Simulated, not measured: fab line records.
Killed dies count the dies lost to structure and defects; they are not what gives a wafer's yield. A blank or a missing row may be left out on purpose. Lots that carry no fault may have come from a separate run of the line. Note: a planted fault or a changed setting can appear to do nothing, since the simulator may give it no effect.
fab line records	flow n5Finfet
record lots=7	wafers=21
route steps=1938 shown BEOL_M14@1753 BEOL_M15@1820 TV_LITHO@1879 PASSIVATION@1921
startH: start of the lot's first displayed wafer, in hours after the record's first day	waitH: how many hours have passed since the lot's step before this one	" unchanged from the row above	L1.1+2: a single row standing in for several wafers	- no value, or no start was given	* or withheld: withheld	< > ~ a bound
route shown NAME@n: NAME is a module with steps in the file, n the number in the route of the first one	usual: average and standard deviation across the fault-free wafers	same: alike in all rows	chamber/n: place in a boat	sites: each site's reading	_std_site: how widely they spread, as a standard deviation	_edge_site: inner sites' mean taken away from outer sites' mean	radiusMm: for every site, how far away it sits from the centre of the wafer	mask NAME#n: copy n	behind: the most recent tool/chamber to have shaped the wafer	hold: reason for holding the lot/hours on hold/outcome of the hold	device: the transistor (n, p or np) that didn't switch	end of line: the tests these same wafers got at the end of their route	for a step that has no rows: nothing shown but its recipe	killed: not the wafer's yield, but the dies lost to structure and defects at the first sort	map: a wafer's dies, x killed, . not, _ none there
set.NAME: the setting the step ran with; set.NAME@STEP: the setting that earlier step ran with	model.NAME: the simulator's own value behind a step, which no gauge read
lots run with intentionally changed settings; tables by step, rows by wafer
## steps
# step N5_BEOL_M14_TRENCH_ETCH_34
# recipe chemistry=C4F8/O2/Ar	target=SiO2	targetDepthA=5566.5	maskMaterial=SOC	heInnerTorr=15	heOuterTorr=30	timeS=126.9	ionEnergyEv=800	pressureMtorr=20	sourceW=1905	biasW=2040	Ar_flow_sccm=400	C4F8_flow_sccm=16	O2_flow_sccm=12
lot.wafer	tool	chamber	startH	waitH	set.timeS	model.etch.depthNm
L080.2	rieDiel-01	0	304.24	0.0	126.9	540.7
L080.3	"	2	"	"	144.9	636.3
L080.6	"	2	"	"	126.9	553.7
L074.2	rieDiel-01	3	306.02	0.0	126.9	550.1
L074.4	"	0	"	"	126.9	537.4
L074.5	"	2	"	"	126.9	552.4
L084.1	rieDiel-03	1	315.47	0.0	105.9	452.4
L084.2	"	2	"	"	126.9	537.5
L084.3	"	0	"	"	105.9	469.1
L083.2	rieDiel-03	0	317.51	0.0	139.6	626.1
L083.5	"	2	"	"	126.9	542.2
L083.6	"	3	"	"	126.9	584.1
L087.2	rieDiel-05	0	356.58	0.0	126.9	538.1
L087.4	"	3	"	"	126.9	536.7
L087.5	"	2	"	"	134.7	617.4
L092.2	rieDiel-03	1	375.38	0.0	126.9	536
L092.4	"	0	"	"	142	624.9
L092.6	"	3	"	"	126.9	575
L094.1	rieDiel-05	0	400.42	0.0	154	660.9
L094.4	"	2	"	"	126.9	585.9
L094.5	"	2	"	"	154	706.2
# step N5_BEOL_M14_STRIP_70
# recipe chemistry=C4F8/O2/Ar	resist=SiARC	rfFrequencyHz=6e+07
# step N5_BEOL_M14_OCD_MEAS_35
# usual trenchDepthNm=555/15
lot.wafer	tool	chamber	startH	waitH	set.timeS@BEOL_M14_TRENCH_ETCH_34	trenchDepthNm
L080.2	ocd-01	-	304.39	0.0	126.9	541
L080.3	"	-	"	"	144.9	636
L080.6	"	-	"	"	126.9	554
L074.2	ocd-02	-	306.18	0.0	126.9	550
L074.4	"	-	"	"	126.9	537
L074.5	"	-	"	"	126.9	552
L084.1	ocd-01	-	315.63	0.0	105.9	453
L084.2	"	-	"	"	126.9	537
L084.3	"	-	"	"	105.9	469
L083.2	ocd-02	-	317.67	0.0	139.6	626
L083.5	"	-	"	"	126.9	542
L083.6	"	-	"	"	126.9	584
L087.2	ocd-02	-	356.74	0.0	126.9	538
L087.4	"	-	"	"	126.9	537
L087.5	"	-	"	"	134.7	618
L092.2	ocd-02	-	375.54	0.0	126.9	536
L092.4	"	-	"	"	142	625
L092.6	"	-	"	"	126.9	575
L094.1	ocd-01	-	400.57	0.0	154	661
L094.4	"	-	"	"	126.9	586
L094.5	"	-	"	"	154	707
# step N5_BEOL_M14_STRIP_37
# recipe chemistry=O2	powerW=600	tempC=60	pressureMtorr=30	rfFrequencyHz=6e+07	biasPowerW=0	overashFraction=0.3	o2FlowSccm=225
# step N5_BEOL_M14_ETCH_38
# recipe chemistry=CF4/N2	target=SiCN	targetDepthA=1065	taperDeg=2	timeS=120.6	ionEnergyEv=150	maskMaterial=SiO2	pressureMtorr=40	sourceW=430	biasW=70	Ar_flow_sccm=100	cf4FlowSccm=60	n2FlowSccm=60
# step N5_BEOL_M14_ECD_47
# recipe material=Cu	targetThkA=12480
# step N5_BEOL_M14_ANNEAL_48
# recipe tempC=225	timeS=90	ambient=N2
# step N5_BEOL_M14_CMP_49
# recipe stopOn=SiO2	tOverpolishS=5.2	downForcePsi=2	platenRpm=80	clearingPlatenDownForcePsi=2	clearingPlatenRpm=80	postCmpClean=cuAlkaline	targetThkNm=560	clearingPlatenPadVelocityMS=1.5917	padVelocityMS=1.5917
lot.wafer	tool	chamber	startH	waitH	set.timeS@BEOL_M14_TRENCH_ETCH_34	model.Cu_of_BEOL_M14_ECD_47.thkNm
L080.3	cmp-02	3	307.80	0.2	144.9	640.8
L080.2	"	2	"	"	126.9	542.2
L080.6	"	0	"	"	126.9	556
L074.4	cmp-02	2	309.08	0.1	126.9	537.6
L074.2	"	0	"	"	126.9	552.8
L074.5	"	2	"	"	126.9	553.6
L084.2	cmp-04	2	317.75	0.2	126.9	541.2
L084.3	"	3	"	"	105.9	472.4
L084.1	"	1	"	"	105.9	457.2
L083.2	cmp-03	0	321.24	0.2	139.6	630.4
L083.6	"	3	"	"	126.9	587.2
L083.5	"	0	"	"	126.9	546.8
L087.4	cmp-03	3	359.13	0.2	126.9	539.4
L087.2	"	0	"	"	126.9	541.6
L087.5	"	2	"	"	134.7	620
L092.2	cmp-03	2	377.84	0.3	126.9	538.6
L092.4	"	0	"	"	142	627.4
L092.6	"	2	"	"	126.9	578
L094.4	cmp-04	1	403.97	0.1	126.9	590.4
L094.1	"	2	"	"	154	664.2
L094.5	"	1	"	"	154	712
# step N5_BEOL_M14_THK_MEAS_50
# recipe thkMeasGauge=xrf	reads=Cu_of_BEOL_M14_ECD_47
# usual M14_THK=558/17
lot.wafer	tool	chamber	startH	waitH	set.timeS@BEOL_M14_TRENCH_ETCH_34	M14_THK[nm]
L080.2	filmMetro-01	-	308.09	-	126.9	533
L080.3	"	-	"	"	144.9	635
L080.6	"	-	"	"	126.9	549
L074.2	filmMetro-02	-	309.38	-	126.9	559
L074.4	"	-	"	"	126.9	546
L074.5	"	-	"	"	126.9	562
L084.1	filmMetro-02	-	318.04	-	105.9	458
L084.2	"	-	"	"	126.9	545
L084.3	"	-	"	"	105.9	473
L083.2	filmMetro-01	-	321.50	-	139.6	624
L083.5	"	-	"	"	126.9	542
L083.6	"	-	"	"	126.9	579
L087.2	filmMetro-01	-	359.35	-	126.9	532
L087.4	"	-	"	"	126.9	531
L087.5	"	-	"	"	134.7	611
L092.2	filmMetro-02	-	378.14	-	126.9	548
L092.4	"	-	"	"	142	637
L092.6	"	-	"	"	126.9	588
L094.1	filmMetro-01	-	404.27	-	154	651
L094.4	"	-	"	"	126.9	581
L094.5	"	-	"	"	154	698
# step N5_BEOL_M14_PRE_CLEAN_52
# recipe gas=NH3	timeS=15	tempC=withheld	rfPowerW=300
# step N5_BEOL_M14_DEP_53
# recipe material=SiCN	targetThkA=500	tempC=withheld	precursor=3MS/NH3	pressureTorr=3	rfW=675	timeS=17.8
# step N5_BEOL_M14_RS_MEAS_54
# recipe thkMeasGauge=four-point-probe	reads=Cu_of_BEOL_M14_ECD_47+Ta_of_BEOL_M14_SPUTTER_44+TaN_of_BEOL_M14_SPUTTER_43
# usual M14_RS=0.0333/0.00094
lot.wafer	tool	chamber	startH	waitH	set.timeS@BEOL_M14_TRENCH_ETCH_34	M14_RS[ohm/sq]
L080.2	filmMetro-02	-	308.25	0.1	126.9	0.0344
L080.3	"	-	"	"	144.9	0.0290
L080.6	"	-	"	"	126.9	0.0335
L074.2	filmMetro-01	-	309.51	0.1	126.9	0.0336
L074.4	"	-	"	"	126.9	0.0346
L074.5	"	-	"	"	126.9	0.0335
L084.1	filmMetro-02	-	318.17	0.0	105.9	0.0408
L084.2	"	-	"	"	126.9	0.0344
L084.3	"	-	"	"	105.9	0.0396
L083.2	filmMetro-01	-	321.63	0.1	139.6	0.0293
L083.5	"	-	"	"	126.9	0.0340
L083.6	"	-	"	"	126.9	0.0316
L087.2	filmMetro-02	-	359.48	0.1	126.9	0.0344
L087.4	"	-	"	"	126.9	0.0345
L087.5	"	-	"	"	134.7	0.0299
L092.2	filmMetro-01	-	378.27	0.1	126.9	0.0345
L092.4	"	-	"	"	142	0.0295
L092.6	"	-	"	"	126.9	0.0321
L094.1	filmMetro-02	-	404.40	0.0	154	0.0279
L094.4	"	-	"	"	126.9	0.0315
L094.5	"	-	"	"	154	0.0260
# step N5_BEOL_M15_SPUTTER_44
# recipe material=Ta	targetThkA=150	tempC=50	biasV=80	powerW=15000	chamberPressurePa=0.07	timeS=24.19
lot.wafer	tool	chamber	startH	waitH	set.powerW	model.Ta_of_BEOL_M15_SPUTTER_44.thkNm
L080.2	pvdSputter-02	-	313.99	0.0	17590	17.6
L080.3	"	-	"	"	15000	15.2
L080.6	"	-	"	"	15000	15
L074.2	pvdSputter-02	-	315.53	0.0	15000	14.6
L074.4+5	"	-	"	"	15000	14.8
L084.1	pvdSputter-01	-	322.30	0.0	16370	16.4
L084.2	"	-	"	"	16370	16.2
L084.3	"	-	"	"	15000	15
L083.2+5	pvdSputter-03	-	325.76	0.0	13480	13.6
L083.6	"	-	"	"	15000	15.4
L087.2	pvdSputter-01	-	362.90	0.0	13510	13.8
L087.4+5	"	-	"	"	15000	15.2
L092.2+4	pvdSputter-02	-	383.37	0.0	15000	15
L092.6	"	-	"	"	15000	14.8
L094.1+4	pvdSputter-02	-	409.79	0.0	13280	13
L094.5	"	-	"	"	13280	13.2
# step N5_PASSIVATION_EXPOSE_07
# recipe maskId=TV	na=0.55	sourceShape=conventional	sigmaOuter=0.8	polarization=unpolarized	defocusNm=0	targetCdNm=3000	doseMj=22.75
lot.wafer	tool	chamber	startH	waitH	mask	set.doseMj
L080.2+3+6	krfScanner-02	0	320.58	-	TV#0	23.73
L074.2+4+5	krfScanner-01	0	324.57	-	TV#0	22.75
L084.1+2+3	krfScanner-02	0	329.93	-	TV#0	22.75
L083.2	krfScanner-01	0	335.12	-	TV#0	24.33
L083.5+6	"	0	"	"	TV#0	22.75
L087.2+5	krfScanner-01	0	370.23	-	TV#0	23.93
L087.4	"	0	"	"	TV#0	22.75
L092.2+4+6	krfScanner-02	0	390.81	-	TV#0	22.75
L094.1+4	krfScanner-01	0	421.17	-	TV#0	24.44
L094.5	"	0	"	"	TV#0	22.75
# step N5_PASSIVATION_PEB_08
# recipe pebTempC=withheld	pebTimeS=*
# step N5_PASSIVATION_DEVELOP_09
# recipe developTimeS=60	rinseLiquid=diw	dry=airSpin	devTempC=21
# step N5_PASSIVATION_HARDBAKE_11
# recipe tempC=130	timeS=120
# step N5_PASSIVATION_CD_MEAS_10
# recipe targetCdNm=3000	landingEnergyEv=500	detector=seInlens
# usual cdNm=2999.8/2.2
lot.wafer	tool	chamber	startH	waitH	set.doseMj@PASSIVATION_EXPOSE_07	cdNm
L080.2	cdSem-03	0	320.75	-	23.73	3007.5
L080.3	"	0	"	"	23.73	3005.6
L080.6	"	0	"	"	23.73	3007.9
L074.2	cdSem-01	0	324.74	-	22.75	2999.1
L074.4	"	0	"	"	22.75	3002.8
L074.5	"	0	"	"	22.75	2999.4
L084.1	cdSem-01	0	330.11	-	22.75	2999.6
L084.2	"	0	"	"	22.75	3000.2
L084.3	"	0	"	"	22.75	2999.2
L083.2	cdSem-01	0	335.29	-	24.33	3013.7
L083.5	"	0	"	"	22.75	3002.1
L083.6	"	0	"	"	22.75	2999.1
L087.2	cdSem-02	0	370.40	-	23.93	3012.0
L087.4	"	0	"	"	22.75	3000.2
L087.5	"	0	"	"	23.93	3009.1
L092.2	cdSem-02	0	390.98	-	22.75	2997.0
L092.4	"	0	"	"	22.75	2997.8
L092.6	"	0	"	"	22.75	2998.2
L094.1	cdSem-01	0	421.35	-	24.44	3015.9
L094.4	"	0	"	"	24.44	3016.7
L094.5	"	0	"	"	22.75	3001.5
# step N5_PASSIVATION_DESCUM_12
# recipe chemistry=O2	timeS=7.9	sourcePowerW=50	biasPowerW=20	pressureMtorr=20	rfFrequencyHz=2.712e+07	tempC=40	o2FlowSccm=225
lot.wafer	tool	chamber	startH	waitH	set.doseMj@PASSIVATION_EXPOSE_07	model.TV_LITHO.cdNm
L080.2+6	rieDiel-06	1,3	320.91	0.1	23.73	3008
L080.3	"	0	"	"	23.73	3005
L074.2+5	rieDiel-06	1,3	324.87	0.1	22.75	2999
L074.4	"	0	"	"	22.75	3003
L084.1+3	rieDiel-04	2,0	330.20	0.0	22.75	2999
L084.2	"	1	"	"	22.75	3000
L083.2	rieDiel-02	0	335.37	0.0	24.33	3014
L083.5	"	2	"	"	22.75	3002
L083.6	"	3	"	"	22.75	2999
L087.2	rieDiel-04	2	370.49	0.0	23.93	3012
L087.4	"	3	"	"	22.75	3001
L087.5	"	3	"	"	23.93	3009
L092.2	rieDiel-04	2	391.38	0.3	22.75	2997
L092.4+6	"	3,2	"	"	22.75	2998
L094.1	rieDiel-04	2	421.76	0.4	24.44	3016
L094.4	"	1	"	"	24.44	3017
L094.5	"	1	"	"	22.75	3001
# step N5_PASSIVATION_EXPOSE_41
# recipe maskId=PASS_OPEN	na=0.55	defocusNm=0	sourceShape=conventional	sigmaOuter=0.8	polarization=unpolarized	targetCdNm=40000	doseMj=57.25
lot.wafer	tool	chamber	startH	waitH	mask	set.doseMj
L080.2+3+6	krfScanner-01	0	324.52	-	PASS_OPEN#0	57.25
L074.2+4+5	krfScanner-01	0	328.46	-	PASS_OPEN#0	57.25
L084.1+3	krfScanner-01	0	333.67	-	PASS_OPEN#0	57.25
L084.2	"	0	"	"	PASS_OPEN#0	60.38
L083.2+5+6	krfScanner-02	0	338.77	-	PASS_OPEN#0	57.25
L087.2+5	krfScanner-01	0	373.97	-	PASS_OPEN#0	57.25
L087.4	"	0	"	"	PASS_OPEN#0	60.22
L092.2	krfScanner-02	0	395.62	-	PASS_OPEN#0	55.34
L092.4+6	"	0	"	"	PASS_OPEN#0	57.25
L094.1+4+5	krfScanner-02	0	425.32	-	PASS_OPEN#0	57.25
# step N5_PASSIVATION_PEB_42
# recipe pebTempC=withheld	pebTimeS=*
# step N5_PASSIVATION_DEVELOP_43
# recipe developTimeS=60	rinseLiquid=diw	dry=airSpin	devTempC=21
# step N5_PASSIVATION_HARDBAKE_45
# recipe tempC=130	timeS=120
# step N5_PASSIVATION_CD_MEAS_44
# recipe targetCdNm=40000	landingEnergyEv=500	detector=seInlens
# usual cdNm=40001/3.8
lot.wafer	tool	chamber	startH	waitH	set.doseMj@PASSIVATION_EXPOSE_41	cdNm
L080.2	cdSem-03	0	324.69	-	57.25	40004
L080.3	"	0	"	"	57.25	40000
L080.6	"	0	"	"	57.25	40000
L074.2	cdSem-02	0	328.63	-	57.25	40000
L074.4	"	0	"	"	57.25	40001
L074.5	"	0	"	"	57.25	40001
L084.1	cdSem-01	0	333.85	-	57.25	39991
L084.2	"	0	"	"	60.38	40016
L084.3	"	0	"	"	57.25	39997
L083.2	cdSem-02	0	338.94	-	57.25	40004
L083.5	"	0	"	"	57.25	39996
L083.6	"	0	"	"	57.25	39997
L087.2	cdSem-01	0	374.14	-	57.25	40005
L087.4	"	0	"	"	60.22	40019
L087.5	"	0	"	"	57.25	40001
L092.2	cdSem-01	0	395.79	-	55.34	39990
L092.4	"	0	"	"	57.25	40003
L092.6	"	0	"	"	57.25	40005
L094.1	cdSem-03	0	425.50	-	57.25	40007
L094.4	"	0	"	"	57.25	39997
L094.5	"	0	"	"	57.25	39999
## key
split step=N5_BEOL_M14_TRENCH_ETCH_34	setting=timeS	stated=126.9	by=wafer
response step=N5_BEOL_M14_TRENCH_ETCH_34	reading=model.etch.depthNm	change=+5.43	per=1%	r=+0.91
response step=N5_BEOL_M14_OCD_MEAS_35	reading=trenchDepthNm	change=+5.43	per=1%	r=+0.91
response step=N5_BEOL_M14_CMP_49	reading=model.Cu_of_BEOL_M14_ECD_47.thkNm	change=+5.45	per=1%	r=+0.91
response step=N5_BEOL_M14_THK_MEAS_50	reading=M14_THK	change=+5.45	per=1%	r=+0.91
response step=N5_BEOL_M14_RS_MEAS_54	reading=M14_RS	change=-0.000305	per=1%	r=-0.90
split step=N5_BEOL_M15_SPUTTER_44	setting=powerW	stated=15000	by=wafer
response step=N5_BEOL_M15_SPUTTER_44	reading=model.Ta_of_BEOL_M15_SPUTTER_44.thkNm	change=+0.15	per=1%	r=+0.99
split step=N5_PASSIVATION_EXPOSE_07	setting=doseMj	stated=22.75	by=wafer
response step=N5_PASSIVATION_CD_MEAS_10	reading=cdNm	change=+1.95	per=1%	r=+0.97
response step=N5_PASSIVATION_DESCUM_12	reading=model.TV_LITHO.cdNm	change=+1.93	per=1%	r=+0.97
split step=N5_PASSIVATION_EXPOSE_41	setting=doseMj	stated=57.25	by=wafer
response step=N5_PASSIVATION_CD_MEAS_44	reading=cdNm	change=+3.62	per=1%	r=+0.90
